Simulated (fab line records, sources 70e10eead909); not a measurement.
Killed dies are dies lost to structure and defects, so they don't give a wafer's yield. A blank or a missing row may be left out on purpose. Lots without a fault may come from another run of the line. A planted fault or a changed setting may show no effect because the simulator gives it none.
fab line records | flow nand_harc
record lots=13 wafers=36 last_day=24
route steps=1159 shown P_CONTACT@237 P_M0@277 P_M1@299 END@1159
lots that met no fault: from a run of the same line without faults
start_h: hours from the record's first day to the start of the lot's first wafer shown | wait_h: hours since the lot's step before | " the same as in the row above | L1.1+2: a row that stands for several wafers | - no value, or no start given | * or withheld: withheld | < > ~ a bound
route shown NAME@n: a module of which the file shows steps, and the number in the route of the first | usual: mean/standard deviation of fault-free wafers | same: alike in all rows | chamber/n: place in a boat | sites: the reading at each site | _std_site: their standard deviation | _edge_site: outer sites' mean less inner sites' | radius_mm: how far each site lies from the wafer's centre | mask NAME#n: copy n | behind: the tool/chamber that last shaped the wafer | hold: why the lot was held/for how many hours/how that ended | device: the transistor (n, p or np) that didn't switch | end of line: the same wafers' tests at the end of the route | a step without rows: its recipe alone | killed: dies lost to structure and defects at the first sort, not the wafer's yield | map: a wafer's dies, x killed, . not, _ none there
set.NAME: the setting as run; set.NAME@STEP: as run at that earlier step | model.NAME: the simulator's own value behind a step, which no gauge read
steps of the route over a sample of lots; a table a step, a row a wafer
services: from which hour (start_h, from the record's first day; less than 0 if before it) a tool's chamber was out of use, for how many hours, and why
## steps
# step NHARC_P_CONTACT_ETCH_36
# recipe target_depth_a=2600 over_etch_frac=0.25 time_s=406.25 ion_energy_ev=200 n2_flow_sccm=150 h2_flow_sccm=150 ar_flow_sccm=0 rf_w=400 bias_w=150 chemistry=N2/H2
# usual drypump_motor_current_A=5.8/0.57 mfc_ar_sccm=0.009/0.013 oes_product_au=1.004/0.011 rf_vpp_V=429.9/2.8 showerhead_plenum_p_Torr=2.02/0.098 throttle_valve_pct=14.171/0.0084
# same over_etch_frac=0.25 time_s=406.25
# columns lot.wafer tool chamber start_h wait_h drypump_motor_current_A mfc_ar_sccm oes_product_au rf_hours_counter_h rf_vpp_V showerhead_plenum_p_Torr throttle_valve_pct
L183.4 rie_diel-12 3 128.54 - 5.4 0 1.013 11 426.9 1.91 14.174
L183.6 " 3 " " 5.4 0 1.019 - 428.7 1.91 14.177
L183.5 " 0 " " 6.7 0.008 1.002 - 428.4 1.93 14.162
L182.1 rie_diel-12 0 134.93 - 6.7 0.008 1.009 10 427.8 1.93 14.176
L182.4 " 1 " " 6.4 0.029 1.018 9 428.4 1.99 14.162
L182.6 " 3 " " 5.4 0 1.020 - 425.8 1.91 14.169
L186.4 rie_diel-02 2 139.96 - 5.8 0 0.983 14 431.1 2.06 14.170
L186.3 " 0 " " 5.7 0 1.000 15 425.4 1.91 14.172
L186.6 " 3 " " 5.7 0.001 0.981 - 433.0 2.14 14.157
L185.4 rie_diel-02 1 141.09 - 5.8 0.035 0.999 15 432.1 2.13 14.175
L185.3 " 2 " " 5.8 0 0.982 14 430.6 2.06 14.174
L185.5 " 1 " " 5.9 0.035 0.996 - 432.6 2.13 14.179
L189.3 rie_diel-12 1 159.73 - 6.4 0.029 1.012 12 429.3 1.99 14.170
L189.4 " 2 " " 4.8 0 1.017 15 433.5 2.14 14.166
L189.5 " 0 " " 6.7 0.008 1.016 - 427.3 1.93 14.174
L191.2 rie_diel-02 2 169.76 - 5.8 0 0.991 1 431.4 2.06 14.162
L191.4 " 3 " " 5.7 0.001 0.981 1 435.0 2.14 14.169
L191.6 " 2 " " 5.8 0 0.990 - 431.8 2.06 14.177
L193.2 rie_diel-12 0 185.89 - 6.7 0.008 1.008 17 428.4 1.93 14.167
L193.5 " 2 " " 4.8 0 1.004 - 431.7 2.14 14.165
L193.6 " 0 " " 6.7 0.008 1.004 - 427.9 1.93 14.181
L192.2 rie_diel-12 0 188.25 - 6.7 0.008 1.012 17 426.7 1.93 14.192
L192.6 " 1 " " 6.4 0.029 1.029 - 429.2 1.99 14.180
L192.5 " 2 " " 4.8 0 0.997 - 433.2 2.14 14.164
L194.4 rie_diel-07 1 198.92 - 5.7 0 0.997 45 427.7 1.93 14.169
L194.2 " 2 " " 5.7 0 0.986 49 433.2 2.14 14.163
L194.5 " 1 " " 5.7 0 1.003 - 427.2 1.93 14.173
L195.4 rie_diel-07 2 205.34 - 5.7 0 0.992 51 432.1 2.14 14.159
L195.1 " 0 " " 6.5 0.032 1.008 49 428.4 1.96 14.183
L195.5 " 1 " " 5.8 0 1.002 - 427.3 1.92 14.178
L200.4 rie_diel-12 1 233.05 - 6.4 0.029 0.886 2 430.0 1.98 14.172
L200.2 " 2 " " 4.8 0 0.887 2 431.7 2.14 14.163
L202.4 rie_diel-12 3 239.92 - 5.4 0 0.892 3 426.6 1.91 14.166
L202.6 " 3 " " 5.4 0 1.019 - 427.0 1.91 14.169
L203.2 rie_diel-12 2 249.12 - 4.8 0 0.886 4 433.8 2.14 14.178
L203.6 " 3 " " 5.4 0 1.004 - 426.9 1.91 14.162
# step NHARC_P_CONTACT_CVD_23
# recipe target_thk_a=2000 temp_c=300 pressure_torr=40 wf6_flow_sccm=40 h2_flow_sccm=1600 ar_flow_sccm=1560 time_s=557 material=W
# usual heater_power_w=488/59 mfc_ar_sccm=1559/4.9 mfc_h2_sccm=1600/4.3 susceptor_temp_C=299.99/0.23 throttle_valve_pct=7.8/0.32
# same time_s=557
# columns lot.wafer tool chamber start_h wait_h heater_power_w mfc_ar_sccm mfc_h2_sccm susceptor_temp_C throttle_valve_pct
L183.4 cvd_w-01 1 - - 468 1560 1598 300.13 7.2
L183.5 " 0 " " 465 1565 1599 299.63 8.0
L183.6 " 1 " " 481 1563 1598 300.12 7.2
L182.1 cvd_w-01 1 - - 473 1561 1602 299.57 7.3
L182.4 " 1 " " 453 1557 1599 299.72 7.6
L182.6 " 0 " " 464 1556 1604 299.80 8.0
L186.4 cvd_w-02 0 - - 571 1564 1594 300.11 7.9
L186.3 " 1 " " 423 1560 1594 300.41 7.4
L186.6 " 1 " " 418 1557 1598 300.33 7.2
L185.4 cvd_w-02 0 - - 568 1556 1604 - 8.0
L185.3 " 1 " " 427 1552 1600 - 7.4
L185.5 " 0 " " 564 1568 1600 - 7.9
L189.4 cvd_w-01 0 - - 474 1554 1600 300.48 8.0
L189.3 " 1 " " 468 1554 1605 299.74 7.2
L189.5 " 1 " " 489 1558 1598 299.83 7.1
L191.2 cvd_w-02 1 - - 418 1552 1604 300.06 7.4
L191.4 " 0 " " 574 1567 1602 299.83 8.1
L191.6 " 1 " " 426 1562 1603 299.64 7.4
L193.2 cvd_w-02 0 - - 590 1561 1604 299.78 8.3
L193.6 " 1 " " 426 1559 1604 299.94 7.3
L193.5 " 0 " " 571 1559 1605 299.61 8.0
L192.2 cvd_w-01 1 - - 478 1565 1599 300.34 7.3
L192.6 " 0 " " 463 1563 1598 299.94 8.0
L192.5 " 1 " " 466 1559 1590 299.89 7.3
L194.2 cvd_w-02 0 - - 568 1565 1595 299.92 7.9
L194.4 " 1 " " 436 1555 1604 299.88 7.7
L194.5 " 1 " " 440 1563 1606 299.93 8.0
L195.1 cvd_w-02 1 - - 438 1546 1601 - 7.8
L195.4 " 0 " " 558 1557 1593 - 7.9
L195.5 " 1 " " 440 1555 1598 - 7.6
L200.2 cvd_w-01 1 - - 487 1565 1600 300.14 7.4
L200.4 " 1 " " 464 1569 1597 300.06 7.5
L202.4 cvd_w-02 0 - - 583 1555 1594 300.10 8.0
L202.6 " 1 " " 441 1560 1609 299.99 7.7
L203.2 cvd_w-01 0 - - 480 1557 1604 300.04 7.7
L203.6 " 1 " " 480 1553 1602 300.01 7.4
# step NHARC_P_M0_ANNEAL_30
# recipe temp_c=225 time_s=90
# usual anneal_temp_c_max=226.27/0.29 wafer_temp_C_max=226.3/0.44
# same time_s=90
# columns lot.wafer tool chamber start_h wait_h anneal_temp_c_max wafer_temp_C_max
L183.4 rtp_anneal-02 0 134.83 - 226.48 226.2
L183.5 " 0 " " 226.35 226.6
L183.6 " 0 " " 226.48 227.0
L182.1 rtp_anneal-01 0 143.15 0.3 225.57 225.9
L182.4 " 0 " " 225.81 226.1
L182.6 " 0 " " 225.87 225.6
L186.3 rtp_anneal-02 0 146.21 - 226.19 226.2
L186.4 " 0 " " 226.92 227.2
L186.6 " 0 " " 226.33 226.1
L185.3 rtp_anneal-01 0 146.99 0.3 226.45 226.0
L185.4 " 0 " " 226.24 225.9
L185.5 " 0 " " 226.14 225.9
L189.3 rtp_anneal-02 0 165.47 - 226.19 227.0
L189.4 " 0 " " 226.18 226.8
L189.5 " 0 " " 226.29 226.1
L191.2 rtp_anneal-02 0 178.67 - 226.33 226.3
L191.4 " 0 " " 226.38 226.8
L191.6 " 0 " " 226.99 226.6
L193.2 rtp_anneal-02 0 196.66 - 226.03 226.0
L193.5 " 0 " " 226.32 225.9
L193.6 " 0 " " 226.31 226.3
L192.2 rtp_anneal-02 0 197.65 - 226.40 226.1
L192.5 " 0 " " 226.21 226.2
L192.6 " 0 " " 226.16 226.8
L194.2 rtp_anneal-01 0 215.42 - 226.26 225.9
L194.4 " 0 " " 226.35 226.0
L194.5 " 0 " " 226.16 226.1
L195.1 rtp_anneal-01 0 216.28 0.3 226.45 226.1
L195.4 " 0 " " 226.10 225.9
L195.5 " 0 " " 226.07 225.6
L200.2 rtp_anneal-02 0 238.63 - 225.85 226.6
L200.4 " 0 " " 226.03 226.4
L202.4 rtp_anneal-02 0 249.26 - 226.19 227.1
L202.6 " 0 " " 226.49 226.8
L203.2 rtp_anneal-01 0 257.30 - 225.81 225.9
L203.6 " 0 " " 226.11 226.0
# step NHARC_P_M1_ETCH_35
# recipe target_depth_a=400 overetch_a=120 time_s=43.94 ion_energy_ev=200 n2_flow_sccm=150 h2_flow_sccm=150 ar_flow_sccm=0 rf_w=400 bias_w=150 chemistry=N2/H2
# usual drypump_motor_current_A=5.6/0.46 mfc_ar_sccm=0.013/0.014 oes_product_au=0.995/0.014 rf_vpp_V=430.8/2.4 showerhead_plenum_p_Torr=2.05/0.085 throttle_valve_pct=14.170/0.0093
# same time_s=43.94
# columns lot.wafer tool chamber start_h wait_h drypump_motor_current_A mfc_ar_sccm oes_product_au rf_hours_counter_h rf_vpp_V showerhead_plenum_p_Torr throttle_valve_pct
L183.4 rie_diel-13 2 137.14 0.1 5.3 0 0.993 0.7 434.7 2.19 14.173
L183.5 " 1 " " 5.2 0 0.967 - 428.6 1.98 14.171
L183.6 " 2 " " 5.3 0 0.991 - 435.5 2.19 14.165
L182.4 rie_diel-13 3 145.48 0.1 5.1 0.027 1.014 1.0 431.7 2.06 14.186
L182.1 " 0 " " 5.9 0.026 0.985 1.1 433.6 2.11 14.180
L182.6 " 3 " " 5.1 0.027 1.005 - 431.2 2.06 14.195
L186.4 rie_diel-13 2 148.60 0.1 5.3 0 1.010 1.1 434.0 2.19 14.166
L186.3 " 3 " " 5.1 0.027 1.006 1.2 431.0 2.06 14.180
L186.6 " 0 " " 5.9 0.026 0.990 - 431.4 2.11 14.166
L185.4 rie_diel-01 2 149.36 0.1 6.6 0.006 0.985 0.1 429.2 2.04 14.159
L185.3 " 3 " " 5.5 0.017 0.991 0.1 428.6 1.99 14.170
L185.5 " 1 " " 5.5 0.029 0.979 - 428.4 1.95 14.172
L189.3 rie_diel-13 0 167.90 0.1 5.9 0.026 0.985 1.6 431.8 2.11 14.172
L189.4 " 1 " " 5.2 0 0.973 1.5 429.8 1.98 14.177
L189.5 " 2 " " 5.3 0 1.001 - 434.7 2.19 14.206
L191.4 rie_diel-01 0 180.97 0.1 5.2 0 1.026 2.6 431.2 2.08 14.164
L191.2 " 3 " " 5.6 0.017 1.004 2.2 429.6 1.99 14.168
L191.6 " 0 " " 5.2 0 1.027 - 431.2 2.08 14.168
L193.2 rie_diel-13 2 199.10 0.1 5.3 0 1.008 2.0 434.1 2.19 14.168
L193.6 " 2 " " 5.3 0 0.995 - 433.3 2.19 14.172
L193.5 " 3 " " 5.1 0.027 0.995 - 431.4 2.05 14.159
L192.2 rie_diel-08 3 200.13 0.1 6.4 0 0.991 4.3 430.0 2.07 14.177
L192.5 " 0 " " 5.8 0.023 1.001 - 432.3 2.15 14.178
L192.6 " 1 " " 5.4 0.037 1.009 - 426.0 1.95 14.169
L194.2 rie_diel-08 0 217.85 0.1 5.8 0.023 1.005 6.5 432.8 2.15 14.163
L194.4 " 0 " " 5.8 0.023 0.992 - 434.3 2.15 14.166
L194.5 " 1 " " 5.3 0.037 1.013 - 426.9 1.95 14.162
L195.1 rie_diel-13 2 218.79 0.1 5.3 0 0.997 2.4 432.9 2.19 14.160
L195.4 " 0 " " 5.9 0.026 0.984 2.7 432.9 2.11 14.159
L195.5 " 2 " " 5.3 0 1.002 - 434.1 2.19 14.168
L200.4 rie_diel-13 2 241.08 0.1 5.3 0 0.993 3.2 435.0 2.19 14.165
L200.2 " 0 " " 5.9 0.026 0.984 3.4 432.3 2.11 14.173
L202.6 rie_diel-13 3 251.60 0.1 5.1 0.027 0.996 - 431.9 2.05 14.172
L202.4 " 1 " " 5.2 0 0.976 - 428.5 1.98 14.151
L203.2 rie_diel-01 2 259.87 0.1 6.6 0.006 0.992 6.5 432.0 2.04 14.168
L203.6 " 2 " " 6.6 0.006 0.982 - 430.8 2.04 14.157
# step NHARC_END_SORT_01
# recipe temp_c=25
# usual killed_at_array=26/11 killed_at_other=0.6/1 killed_at_periphery=3.1/2.1 killed_dies=30/11 killed_open=3.4/1.8 killed_short=2.1/1.5
# same gross_dies=677
# columns lot.wafer tool chamber start_h wait_h killed_at_array killed_at_other killed_at_periphery killed_dies killed_open killed_short
L200.2 prober-01 0 562.60 2.8 24 1 51 76 7 4
L200.4 prober-01 0 564.20 3.4 19 0 38 57 3 0
# killed by level:class
L200.2 P_CONTACT:area_etch=49 A_CHANNEL_HOLE_D1:chamber_film_flake=5 A_CONTACT:geometric_particle:open=3 A_STAIRCASE:chamber_film_flake=3 A_CONTACT:chamber_film_flake=3 P_CONTACT:geometric_particle:short=1 A_ONON_D1:geometric_particle:short=1 A_CHANNEL_HOLE_D1:geometric_particle:short=1
L200.4 P_CONTACT:area_etch=35 A_CHANNEL_HOLE_D1:chamber_film_flake=7 A_CONTACT:chamber_film_flake=6 A_CONTACT:geometric_particle:open=2 P_ZERO_WELL:chamber_film_flake=2 A_SLIT:chamber_film_flake=2 A_WL_FILL:geometric_particle:open=1 P_GATE:chamber_film_flake=1
## services
# columns tool chamber start_h hours kind
rie_diel-01 0 108.72 17.7 repair
cvd_w-01 - 112.95 13.0 pm
rie_diel-08 - 124.81 9.0 pm
rie_diel-01 - 134.60 1.0 repair
rie_diel-01 - 137.80 9.0 pm
rie_diel-13 - 144.04 0.3 repair
rie_diel-12 2 148.79 1.5 repair
cvd_w-01 0 150.20 4.1 repair
rie_diel-02 - 150.70 9.0 pm
rie_diel-01 2 151.45 9.2 repair
rie_diel-07 - 170.46 0.8 repair
rie_diel-13 - 171.83 0.7 repair
rie_diel-12 3 184.69 3.1 repair
cvd_w-02 - 198.48 13.0 pm
rie_diel-12 - 202.40 9.0 pm
rie_diel-08 1 205.09 8.1 repair
rie_diel-08 3 208.89 9.3 repair
rie_diel-02 - 215.47 0.5 repair
rie_diel-13 - 232.58 0.3 repair
rie_diel-02 2 245.83 1.2 repair
rie_diel-02 1 248.31 1.5 repair
rie_diel-13 2 250.93 8.0 repair
rie_diel-02 1 259.32 3.5 repair
cvd_w-02 1 259.37 3.7 repair
## key
first_sign step=NHARC_P_CONTACT_ETCH_36 reading=oes_product_au direction=down sigmas=11 usual=1.004 struck=0.888
effect step=NHARC_END_SORT_01 reading=killed_at_periphery direction=up sigmas=20 usual=3.1 struck=44.5
more_kills_born_at NHARC_P_CONTACT_ETCH_36@rie_diel-12=84
met_at NHARC_P_CONTACT_ETCH_36
struck_lots L200,L202,L203
struck_wafers L200.2,L200.4,L202.4,L203.2
sort_left_out L202.4,L203.2
tester_left_out L200,L202,L203
not_acting_at NHARC_P_CONTACT_CVD_23,NHARC_P_M0_ANNEAL_30,NHARC_P_M1_ETCH_35
onset_between 188.25 233.05
fault kind=process_parameter_drift tool=rie_diel-12 chamber=- onset_h=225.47 steps=NHARC_P_CONTACT_ETCH_36 channel=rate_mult offset=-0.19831 shape=step end_h=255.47 scope=struck_wafers_only
# tester_left_out: of these lots the tester's yield and bins aren't shown, on N5 and GAA mostly nor the transistor test; their killed dies are dies lost to structure and defects alone, not to doping, threshold or leakage, so they don't give the yield
# sort_left_out: the simulated sort isn't trusted on such a fault, so these wafers' sort isn't shown, and their yield isn't known
